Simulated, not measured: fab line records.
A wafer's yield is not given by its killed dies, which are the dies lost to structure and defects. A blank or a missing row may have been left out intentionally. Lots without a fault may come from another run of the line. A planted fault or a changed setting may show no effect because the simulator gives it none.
Problem report, 8D (eight disciplines) form, completed by code + flow n5_finfet + the parts of the form that need people (team, actions taken, sign-off) are left out

== 1. THE ISSUE ==
M2_THK at N5_BEOL_M2_THK_MEAS_53 reads a mean of 150.5 nm on 6 wafers of 2 lots; wafers without a fault read 39.4 nm with a standard deviation of 1.1. So: +99 or more standard deviations from the usual mean.
The step: measures by xrf.
Seen first at day 12 08:16 on film_metro-02, wafer L376.2. Wafers with a number at this step in the record: 27, from 9 lots. Rule for "out" (also "out of limits"): further than 4 standard deviations from the usual mean. The rest of the wafers with a number are treated as sound.

== 2. WHAT THIS IS AND IS NOT ==
| question                    | is                     | is not                                                              |
|-----------------------------|------------------------|---------------------------------------------------------------------|
| which readings at this step | M2_THK                 | -                                                                   |
| which lots                  | L376, L377             | L355, L359, L363, L365, L367, L368, L378                            |
| which wafers of those lots  | all that have a number | -                                                                   |
| read on which gauges        | film_metro-02          | film_metro-01                                                       |
| when                        | from day 12 08:16      | up to then (18 sound wafers); but 3 sound wafers of L378 came after |

== 3. SUSPECTS, AND WHAT RULES EACH OUT ==
Counting: a tool stays on the suspect list if, at a process step up to the reading, it processed all lots that are out and no sound lot following the first of them.
- ruled out: the gauge at N5_BEOL_M2_THK_MEAS_53. All the wafers that are out were read on film_metro-02, but those of them that N5_BEOL_M2_CMP_52 has rows for are out there too, on other tools.
- cmp-04 at N5_BEOL_M2_CMP_52 (polishes, stops on SiOC, t overpolish 6.8 s, target thk 40 nm): kept. It processed each lot that is out, first L376 at day 12 07:58, and no sound lot thereafter; up to then, the last sound lot it processed was L368 at day 10 07:00. Its own barrier_field_endpoint_s, overpolish_run_s, time_to_endpoint_s readings are out on those wafers.
Remaining after the count: cmp-04 at N5_BEOL_M2_CMP_52.

== 4. THE CAUSE (what the simulator had put in) ==
Process parameter drift: cmp-04, from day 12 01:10 on, at N5_BEOL_M2_CMP_52. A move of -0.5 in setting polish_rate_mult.
The count eliminated every tool but this one.

== 5. THE EFFECT CHAIN, in route order ==
Rows list readings where the struck wafers' mean (over those with a number) sits beyond 3 standard deviations from the usual. Scope: only readings with a usual standard deviation given in the record; hours: median across lots of the time from each lot's start at the first step in this table that gives one to its start at this step; sigmas: change in usual standard deviations.
| hours | step                    | reading                  | usual   | on struck wafers | change | sigmas      |
|-------|-------------------------|--------------------------|---------|------------------|--------|-------------|
| 0     | N5_BEOL_M2_CMP_52       | barrier_field_endpoint_s | 25.0 s  | 41.3             | +16.3  | +26         |
| 0     | N5_BEOL_M2_CMP_52       | overpolish_run_s         | 6.800 s | 0.038            | -6.762 | -99 or more |
| 0     | N5_BEOL_M2_CMP_52       | time_to_endpoint_s       | 63.8 s  | 81.1             | +17.3  | +6.7        |
| 0     | N5_BEOL_M2_THK_MEAS_53  | M2_THK                   | 39.4 nm | 150.5            | +111.1 | +99 or more |
| 1     | N5_BEOL_M2_INSPECT_59   | raw_defect_count         | 83      | 5810             | +5727  | +99 or more |
| 122   | N5_PASSIVATION_PROBE_49 | defect_limited_yield     | 91.0 %  | 0.0              | -91.0  | -61         |
| 122   | N5_PASSIVATION_PROBE_49 | killed_at_M0_to_M3       | 36      | 1117             | +1081  | +90         |
| 122   | N5_PASSIVATION_PROBE_49 | killed_dies              | 106     | 1180             | +1074  | +60         |
| 122   | N5_PASSIVATION_PROBE_49 | killed_on_rim            | 13      | 152              | +139   | +31         |
| 122   | N5_PASSIVATION_PROBE_49 | sort_n_pass              | 1074    | 0                | -1074  | -60         |
| 122   | N5_PASSIVATION_PROBE_49 | sort_yield_pct           | 91.0 %  | 0.0              | -91.0  | -61         |
Its process steps:
- N5_BEOL_M2_CMP_52: polishes, stops on SiOC, t overpolish 6.8 s, target thk 40 nm.
- N5_PASSIVATION_PROBE_49

== 6. WHAT WOULD HAVE CAUGHT IT SOONER ==
Counted from the fault's start at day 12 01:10, it took 7 hours until the first out-of-limits reading at a measuring or inspecting step in this record, taken at day 12 08:16.
At N5_BEOL_M2_CMP_52, the tool's own readings (barrier_field_endpoint_s, overpolish_run_s, time_to_endpoint_s) were out on each struck wafer the step has a row for, so an alarm limit on them would have fired on the first such wafer.
Lots out: 2; of these, L377 started N5_BEOL_M2_CMP_52 on cmp-04 after day 12 08:16. It would have been spared by a hold on the tool at that moment.
